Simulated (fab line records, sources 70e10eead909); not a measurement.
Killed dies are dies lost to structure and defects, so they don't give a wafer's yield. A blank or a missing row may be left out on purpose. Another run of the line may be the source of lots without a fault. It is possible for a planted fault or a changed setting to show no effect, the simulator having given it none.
Chamber matching | flow nand-harc | NHARC_A_CHANNEL_FILL_D1_ALD_14 on ald-hk-01: 4 sister chambers
The step deposits SiO2, target thk 2.5 nm, pulse time 10 s, ald cycles 25. 20 wafers are shown with their chamber, then 10 later ones without.

== WAFERS WITH THEIR CHAMBER ==
wafer  | chamber | heater-power-w (W) | precursor-pulse-height-rel
L075.2 | 1       | 524                | 1.001
L075.3 | 2       | 487                | 1.007
L075.4 | 0       | 445                | 0.978
L077.1 | 2       | 448                | 0.986
L077.3 | 1       | 525                | 0.990
L077.4 | 0       | 432                | 1.012
L079.1 | 2       | 470                | 0.959
L079.4 | 3       | 498                | 0.947
L079.6 | 0       | 435                | 0.982
L087.1 | 0       | 443                | 0.966
L087.3 | 1       | 481                | 0.984
L087.5 | 1       | 499                | 0.990
L088.1 | 2       | 491                | 0.991
L088.4 | 1       | 486                | 1.001
L088.5 | 1       | 499                | 1.009
L085.1 | 1       | 493                | 1.011
L085.4 | 2       | 488                | 1.013
L085.6 | 3       | 500                | 1.004
L086.1 | 3       | 506                | 0.993
L086.2 | 1       | 500                | 0.971

SIGNATURES (means of the wafers above)
reading                    | chamber 0 | chamber 1 | chamber 2 | chamber 3 | scatter within a chamber
heater-power-w             | 438.75    | 500.88    | 476.80    | 501.33    | 14.3
precursor-pulse-height-rel | 0.98450   | 0.99462   | 0.99120   | 0.98133   | 0.0194
Rule: distance of a wafer from a chamber = root of the sum over the readings of ((wafer's reading minus chamber's mean) / reading's scatter) squared. The wafer belongs to the nearest chamber; if the next one is less than 2 further off, it can't be placed. The scatter is the square root of a quotient: the sum, over the shown wafers, of each reading's squared deviation from its chamber's mean, divided by wafers minus chambers.

== WAFERS WHOSE CHAMBER IS MISSING ==
wafer  | heater-power-w (W) | precursor-pulse-height-rel
L086.6 | 487                | 1.003
L090.1 | 444                | 0.984
L090.4 | 526                | 0.990
L090.6 | 508                | 0.998
L089.1 | 482                | 1.043
L089.3 | 513                | 1.019
L089.6 | 500                | 1.042
L097.3 | 499                | 1.016
L097.4 | 504                | 0.988
L097.6 | 491                | 0.999

== CHAMBER TAKEN BY EACH ==
wafer  | from the rows above               | in truth
L086.6 | can't be placed: 2 or 1 or 3      | 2
L090.1 | can't be placed: 0 or 2           | 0
L090.4 | can't be placed: 1 or 3 or 2      | 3
L090.6 | can't be placed: 1 or 3 or 2      | 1
L089.1 | can't be placed: 2 or 1 or 3 or 0 | 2
L089.3 | can't be placed: 1 or 3 or 2      | 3
L089.6 | can't be placed: 1 or 2 or 3      | 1
L097.3 | can't be placed: 1 or 3 or 2      | 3
L097.4 | can't be placed: 3 or 1 or 2      | 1
L097.6 | can't be placed: 1 or 2 or 3      | 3
Correctly placed: 0 of 10. These rows do not allow placing 10 (true chamber among the candidates in 10). 0 placed wrongly.
